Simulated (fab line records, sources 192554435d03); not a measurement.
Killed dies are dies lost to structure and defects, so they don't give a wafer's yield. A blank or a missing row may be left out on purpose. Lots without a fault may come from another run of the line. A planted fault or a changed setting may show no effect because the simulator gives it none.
Which tool did it? | flow n5_finfet | 8 lots, 24 wafers sampled, at 6 steps of a route of 1938

WHAT THE GAUGES READ, wafer by wafer
N5_BEOL_M3_CD_MEAS_28: target cd 25.7 nm, target cd y 23.3 nm.
lot  | measured     | on        | cd_nm (nm)
L888 | day 7 17:17  | cd_sem-01 | 25.87 25.60 25.95
L895 | day 9 09:08  | cd_sem-01 | 25.30 25.48 25.64
L896 | day 9 17:31  | cd_sem-01 | 26.03 25.95 25.40
L901 | day 10 18:57 | cd_sem-01 | 25.37 25.69 25.36
L905 | day 11 14:58 | cd_sem-03 | 25.41 25.73 25.36
L904 | day 11 16:20 | cd_sem-01 | 25.23 25.77 25.67
L906 | day 11 16:59 | cd_sem-01 | 25.42 25.65 25.25
L909 | day 12 18:40 | cd_sem-01 | 25.59 25.64 25.77

N5_BEOL_M3_OCD_MEAS_38.
lot  | measured     | on     | trench_depth_nm (nm)
L888 | day 7 19:32  | ocd-02 | 56.4 55.4 55.4
L895 | day 9 10:04  | ocd-01 | 0.1 0 0.1
L896 | day 9 21:23  | ocd-02 | 0 0 0.1
L901 | day 10 21:25 | ocd-01 | 55.3 54.3 55.3
L905 | day 11 20:43 | ocd-01 | 54.1 55.7 54.8
L904 | day 11 23:29 | ocd-01 | 55.3 55.2 54.6
L906 | day 12 02:54 | ocd-01 | 55.9 53.8 55.7
L909 | day 12 20:11 | ocd-01 | 55.0 54.9 54.6

N5_BEOL_M4_RC_MEAS_101.
lot  | measured     | on        | DIBL_N (mV/V)  | DIBL_P (mV/V)  | IOFF_N (nA/um)    | IOFF_P (nA/um) | ION_N (uA/um) | ION_P (uA/um) | SS_N (mV/dec)  | SS_P (mV/dec)  | VT_N (mV)         | VT_P (mV)
L888 | day 8 14:34  | prober-02 | 36.8 37.5 38.1 | 36.5 36.5 37.9 | 0.161 0.173 0.186 | 0.26 0.25 0.29 | 684 680 689   | 479 475 482   | 71.6 72.0 71.9 | 73.5 73.7 73.7 | 249.2 247.9 245.9 | -243 -248 -244
L901 | day 11 10:32 | prober-01 | 37.3 38.3 36.1 | 38.5 39.0 36.6 | 0.196 0.204 0.161 | 0.24 0.25 0.22 | 682 694 687   | 462 464 469   | 71.8 71.9 70.9 | 74.2 74.2 74.0 | 245.1 244.8 248.7 | -249 -248 -249
L905 | day 12 13:56 | prober-01 | 33.6 35.3 33.0 | 35.0 36.8 34.3 | 0.123 0.146 0.114 | 0.19 0.21 0.18 | 658 678 657   | 461 464 461   | 70.9 71.4 71.1 | 72.6 73.4 73.1 | 255.1 253.1 255.0 | -251 -252 -256
L904 | day 12 16:38 | prober-01 | 37.0 38.6 38.9 | 38.6 40.0 39.9 | 0.158 0.175 0.186 | 0.21 0.22 0.23 | 673 676 676   | 466 457 459   | 71.4 72.2 72.4 | 73.5 73.9 74.1 | 249.6 251.9 250.7 | -250 -253 -251
L906 | day 12 18:17 | prober-02 | 37.8 35.1 34.4 | 39.6 36.1 35.9 | 0.191 0.142 0.128 | 0.22 0.17 0.17 | 679 671 656   | 457 448 454   | 71.9 71.0 70.8 | 74.2 73.7 73.8 | 247.5 251.1 255.7 | -252 -258 -254
L909 | day 13 15:49 | prober-02 | 37.3 38.3 37.7 | 36.0 37.0 35.6 | 0.184 0.213 0.183 | 0.25 0.29 0.25 | 675 673 673   | 464 460 462   | 71.8 71.7 72.7 | 73.7 74.9 74.1 | 246.7 245.4 249.9 | -246 -246 -247

WHICH TOOL RAN EACH LOT (tool, then ch and the chambers of the sampled wafers, then the start)
lot  | N5_BEOL_M3_ETCH_69                 | N5_BEOL_M3_STRIP_36                | N5_BEOL_M3_TRENCH_ETCH_37
L888 | rie_diel-02 ch 2,3, day 7 17:30    | rie_diel-01 ch 1,2,3, day 7 19:21  | rie_diel-01 ch 1,2,3, day 7 19:23
L895 | rie_diel-01 ch 0,1,3, day 9 09:18  | rie_diel-06 ch 0,1,2, day 9 09:53  | rie_diel-06 ch 0,1,2, day 9 09:55
L896 | rie_diel-02 ch 1,2, day 9 17:41    | rie_diel-01 ch 0,1,2, day 9 21:12  | rie_diel-01 ch 0,1,2, day 9 21:14
L901 | rie_diel-02 ch 0,1,3, day 10 19:08 | rie_diel-06 ch 0,1,2, day 10 21:13 | rie_diel-06 ch 0,1,2, day 10 21:16
L905 | rie_diel-02 ch 0,2,3, day 11 15:36 | rie_diel-06 ch 0,2, day 11 20:31   | rie_diel-06 ch 0,2, day 11 20:33
L904 | rie_diel-02 ch 2,3, day 11 17:20   | rie_diel-01 ch 1,2, day 11 23:18   | rie_diel-01 ch 1,2, day 11 23:20
L906 | rie_diel-01 ch 0,2, day 11 17:30   | rie_diel-06 ch 0,2, day 12 02:42   | rie_diel-06 ch 0,2, day 12 02:44
L909 | rie_diel-02 ch 2,3, day 12 18:50   | rie_diel-01 ch 0,2, day 12 19:59   | rie_diel-01 ch 0,2, day 12 20:02
- N5_BEOL_M3_ETCH_69: etches SiARC in CF4, target depth 15.6 nm, time 26 s.
- N5_BEOL_M3_STRIP_36: strips in N2/H2.
- N5_BEOL_M3_TRENCH_ETCH_37: etches SiOC in C4F6/O2, target depth 55.555 nm, time 29.2 s.

WHAT THE TOOLS THEMSELVES READ (means of the sampled wafers that have a number; where no wafer has one, the mark that the record gives instead)
N5_BEOL_M3_ETCH_69.
lot  | tool        | bias_w (W) | cf4_flow_sccm (sccm) | drypump_motor_current_A (A) | etch_rf_on_time_s (s) | oes_product_au (a.u.) | rf_fwd_power_W (W) | rf_vpp_V (V) | showerhead_plenum_p_Torr (Torr) | throttle_valve_pct (%)
L888 | rie_diel-02 | 35.99      | 99.7                 | 5.6                         | 25.8                  | 0.66                  | 533.4              | 183.5        | 2.13                            | 15.56
L895 | rie_diel-01 | 35.99      | 99.9                 | 5.3                         | 25.8                  | 0.63                  | 532.9              | 183.1        | 2.11                            | 15.69
L896 | rie_diel-02 | 35.96      | 100.3                | 5.9                         | 26.0                  | 0.65                  | 532.4              | 182.8        | 2.05                            | 15.48
L901 | rie_diel-02 | 35.95      | 100.1                | 5.8                         | 25.7                  | 0.67                  | 532.4              | 184.2        | 2.15                            | 15.45
L905 | rie_diel-02 | 36.02      | 99.8                 | 5.4                         | 26.0                  | 0.66                  | 534.3              | 184.2        | 2.15                            | 15.52
L904 | rie_diel-02 | 35.99      | 100.2                | 5.3                         | 26.0                  | 0.63                  | 534.1              | 183.7        | 2.08                            | 15.62
L906 | rie_diel-01 | 36.07      | 99.9                 | 5.7                         | 26.2                  | 0.64                  | 532.5              | 183.5        | 2.03                            | 15.48
L909 | rie_diel-02 | 35.99      | 100.1                | 5.6                         | 26.2                  | 0.63                  | 532.5              | 182.9        | 2.11                            | 15.66

N5_BEOL_M3_STRIP_36.
lot  | tool        | drypump_motor_current_A (A) | oes_product_au (a.u.) | rf_vpp_V (V) | showerhead_plenum_p_Torr (Torr) | throttle_valve_pct (%)
L888 | rie_diel-01 | 5.6                         | 0.71                  | 60.5         | 2.56                            | 23.71
L895 | rie_diel-06 | 5.1                         | 0.74                  | 59.0         | 2.47                            | 23.75
L896 | rie_diel-01 | 5.5                         | 0.73                  | 59.7         | 2.50                            | 23.56
L901 | rie_diel-06 | 5.2                         | 0.74                  | 58.6         | 2.46                            | 23.76
L905 | rie_diel-06 | 5.4                         | 0.71                  | 60.6         | 2.49                            | 23.99
L904 | rie_diel-01 | 5.8                         | 0.70                  | 59.3         | 2.55                            | 23.58
L906 | rie_diel-06 | 5.2                         | 0.72                  | 60.2         | 2.46                            | 23.82
L909 | rie_diel-01 | 5.7                         | 0.73                  | 59.3         | 2.39                            | 23.49

N5_BEOL_M3_TRENCH_ETCH_37.
lot  | tool        | C4F6_flow_sccm (sccm) | O2_flow_sccm (sccm) | drypump_motor_current_A (A) | oes_product_au (a.u.) | rf_fwd_power_W (W) | rf_vpp_V (V) | showerhead_plenum_p_Torr (Torr) | throttle_valve_pct (%)
L888 | rie_diel-01 | 10.033                | 9.96                | 5.6                         | 0.72                  | 349.3              | 665          | 2.87                            | 20.91
L895 | rie_diel-06 | -                     | -                   | -                           | -                     | -                  | -            | -                               | -
L896 | rie_diel-01 | -                     | -                   | -                           | -                     | -                  | -            | -                               | -
L901 | rie_diel-06 | 9.992                 | 10.02               | 5.1                         | 0.73                  | 349.1              | 660          | 2.77                            | 21.01
L905 | rie_diel-06 | 9.969                 | 10.03               | 5.3                         | 0.71                  | 348.7              | 668          | 2.80                            | 21.15
L904 | rie_diel-01 | 10.007                | 10.00               | 5.8                         | 0.69                  | 349.6              | 665          | 2.86                            | 20.86
L906 | rie_diel-06 | 9.971                 | 10.03               | 5.2                         | 0.71                  | 348.3              | 659          | 2.77                            | 21.04
L909 | rie_diel-01 | 9.996                 | 10.01               | 5.7                         | 0.74                  | 347.9              | 660          | 2.70                            | 20.71

THE ANSWER, worked out from the rows above alone
Rule: what is usual is taken from the lots themselves. Put in order of their means at a reading, lots are off if they are a third of the lots or fewer, leave a main group of 4 or more, and stand apart from it by a gap of 3 or more times the standard deviation of the main group's means; of several such gaps the widest counts. A main group whose means are all the same, to the digits that the tables above print for the reading, isn't used. A lot without any number at a reading at which 4 lots or more have one is off too. The other lots that the step has rows for count as sound. The gauges are gone through in route order, then the tools' own readings, and for those a lot's mean is taken as printed above. The first step at which some lot is off is used, and at that step the reading that is off furthest; a lot without a number counts as furthest.
Off: L895, L896, at N5_BEOL_M3_OCD_MEAS_38 (trench_depth_nm). The main group: mean 55.1 nm, standard deviation 0.3.
A tool fits if, at a process step before that reading, it ran every lot that is off, and no sound lot after the first of them. The gauges at N5_BEOL_M3_OCD_MEAS_38 aren't tried: what is off there is off at N5_BEOL_M3_TRENCH_ETCH_37 too, on other tools, and a gauge's error can't cause that. None of those tried fits.

WHAT THE SIMULATOR HAD PUT IN
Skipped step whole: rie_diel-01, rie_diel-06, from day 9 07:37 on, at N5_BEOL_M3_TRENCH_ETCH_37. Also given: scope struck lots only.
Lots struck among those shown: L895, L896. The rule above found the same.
